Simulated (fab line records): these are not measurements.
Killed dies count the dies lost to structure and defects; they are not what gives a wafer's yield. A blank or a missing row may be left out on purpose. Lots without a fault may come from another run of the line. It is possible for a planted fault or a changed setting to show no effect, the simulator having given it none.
Matching of chambers || flow nand_harc || rie_diel-08 running NHARC_A_STAIRCASE_DESCUM_219: 4 sister chambers
The step chemistry O2, time 3 s. 16 wafers are shown with their chamber, then 8 later ones without.

WAFERS PAIRED WITH THEIR CHAMBERS
{"wafer": "L074.1", "chamber": 2, "showerhead_plenum_p_Torr (Torr)": 1.88, "rf_vpp_V (V)": 57.8, "chamber_pressure_mTorr (mTorr)": 60.03}
{"wafer": "L074.3", "chamber": 1, "showerhead_plenum_p_Torr (Torr)": 1.93, "rf_vpp_V (V)": 57.9, "chamber_pressure_mTorr (mTorr)": 60.06}
{"wafer": "L074.4", "chamber": 0, "showerhead_plenum_p_Torr (Torr)": 1.80, "rf_vpp_V (V)": 56.7, "chamber_pressure_mTorr (mTorr)": 60.04}
{"wafer": "L075.2", "chamber": 3, "showerhead_plenum_p_Torr (Torr)": 1.88, "rf_vpp_V (V)": 59.4, "chamber_pressure_mTorr (mTorr)": 59.99}
{"wafer": "L075.3", "chamber": 1, "showerhead_plenum_p_Torr (Torr)": 1.93, "rf_vpp_V (V)": 57.1, "chamber_pressure_mTorr (mTorr)": 60.10}
{"wafer": "L075.6", "chamber": 3, "showerhead_plenum_p_Torr (Torr)": 1.88, "rf_vpp_V (V)": 57.8, "chamber_pressure_mTorr (mTorr)": 60.03}
{"wafer": "L080.1", "chamber": 2, "showerhead_plenum_p_Torr (Torr)": 1.87, "rf_vpp_V (V)": 57.6, "chamber_pressure_mTorr (mTorr)": 60.06}
{"wafer": "L080.2", "chamber": 0, "showerhead_plenum_p_Torr (Torr)": 1.79, "rf_vpp_V (V)": 57.2, "chamber_pressure_mTorr (mTorr)": 60.04}
{"wafer": "L080.6", "chamber": 3, "showerhead_plenum_p_Torr (Torr)": 1.88, "rf_vpp_V (V)": 57.5, "chamber_pressure_mTorr (mTorr)": 59.96}
{"wafer": "L083.1", "chamber": 1, "showerhead_plenum_p_Torr (Torr)": 1.92, "rf_vpp_V (V)": 57.8, "chamber_pressure_mTorr (mTorr)": 60.10}
{"wafer": "L083.5", "chamber": 2, "showerhead_plenum_p_Torr (Torr)": 1.87, "rf_vpp_V (V)": 59.1, "chamber_pressure_mTorr (mTorr)": 60.03}
{"wafer": "L083.6", "chamber": 1, "showerhead_plenum_p_Torr (Torr)": 1.92, "rf_vpp_V (V)": 58.8, "chamber_pressure_mTorr (mTorr)": 60.10}
{"wafer": "L084.1", "chamber": 3, "showerhead_plenum_p_Torr (Torr)": 1.87, "rf_vpp_V (V)": 58.5, "chamber_pressure_mTorr (mTorr)": 60.05}
{"wafer": "L084.2", "chamber": 2, "showerhead_plenum_p_Torr (Torr)": 1.87, "rf_vpp_V (V)": 58.6, "chamber_pressure_mTorr (mTorr)": 59.94}
{"wafer": "L084.3", "chamber": 1, "showerhead_plenum_p_Torr (Torr)": 1.92, "rf_vpp_V (V)": 57.3, "chamber_pressure_mTorr (mTorr)": 60.02}
{"wafer": "L087.1", "chamber": 2, "showerhead_plenum_p_Torr (Torr)": 1.86, "rf_vpp_V (V)": 58.1, "chamber_pressure_mTorr (mTorr)": 60.05}

SIGNATURES (averages over the wafers above)
{"reading": "showerhead_plenum_p_Torr", "chamber 0": 1.7950, "chamber 1": 1.9240, "chamber 2": 1.8700, "chamber 3": 1.8775, "scatter within a chamber": 0.00609}
{"reading": "rf_vpp_V", "chamber 0": 56.950, "chamber 1": 57.780, "chamber 2": 58.240, "chamber 3": 58.300, "scatter within a chamber": 0.677}
{"reading": "chamber_pressure_mTorr", "chamber 0": 60.0400, "chamber 1": 60.0760, "chamber 2": 60.0220, "chamber 3": 60.0075, "scatter within a chamber": 0.0399}
Rule: a wafer lies at a distance from a chamber equal to the root of the sum of squares, over the readings, of (its reading less the chamber's mean, divided by the reading's scatter). The wafer belongs to the nearest chamber; if the next one is less than 2 further off, it can't be placed. The scatter: take each reading less its chamber's mean, square it, sum over the shown wafers, divide by the number of wafers less the number of chambers, and take the root.

WAFERS WITH NO CHAMBER GIVEN
{"wafer": "L087.2", "showerhead_plenum_p_Torr (Torr)": 1.87, "rf_vpp_V (V)": 57.0, "chamber_pressure_mTorr (mTorr)": 59.96}
{"wafer": "L087.4", "showerhead_plenum_p_Torr (Torr)": 1.92, "rf_vpp_V (V)": 57.5, "chamber_pressure_mTorr (mTorr)": 60.11}
{"wafer": "L089.1", "showerhead_plenum_p_Torr (Torr)": 1.78, "rf_vpp_V (V)": 58.2, "chamber_pressure_mTorr (mTorr)": 60.02}
{"wafer": "L089.2", "showerhead_plenum_p_Torr (Torr)": 1.87, "rf_vpp_V (V)": 56.3, "chamber_pressure_mTorr (mTorr)": 59.90}
{"wafer": "L089.3", "showerhead_plenum_p_Torr (Torr)": 1.86, "rf_vpp_V (V)": 56.9, "chamber_pressure_mTorr (mTorr)": 60.04}
{"wafer": "L094.2", "showerhead_plenum_p_Torr (Torr)": 1.86, "rf_vpp_V (V)": 56.9, "chamber_pressure_mTorr (mTorr)": 59.93}
{"wafer": "L094.3", "showerhead_plenum_p_Torr (Torr)": 1.91, "rf_vpp_V (V)": 58.1, "chamber_pressure_mTorr (mTorr)": 60.03}
{"wafer": "L094.5", "showerhead_plenum_p_Torr (Torr)": 1.78, "rf_vpp_V (V)": 56.5, "chamber_pressure_mTorr (mTorr)": 59.94}

WHICH CHAMBER EACH ONE RAN IN
{"wafer": "L087.2", "from the rows above": "can't be placed: 2 or 3", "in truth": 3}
{"wafer": "L087.4", "from the rows above": 1, "in truth": 1}
{"wafer": "L089.1", "from the rows above": 0, "in truth": 0}
{"wafer": "L089.2", "from the rows above": "can't be placed: 3 or 2", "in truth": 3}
{"wafer": "L089.3", "from the rows above": "can't be placed: 2 or 3", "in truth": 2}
{"wafer": "L094.2", "from the rows above": "can't be placed: 2 or 3", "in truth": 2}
{"wafer": "L094.3", "from the rows above": 1, "in truth": 1}
{"wafer": "L094.5", "from the rows above": 0, "in truth": 0}
Correct placement for 4 of the 8. Cannot be placed on the basis of these rows: 4; the candidates contain the true chamber in 4. Number placed wrongly: 0.
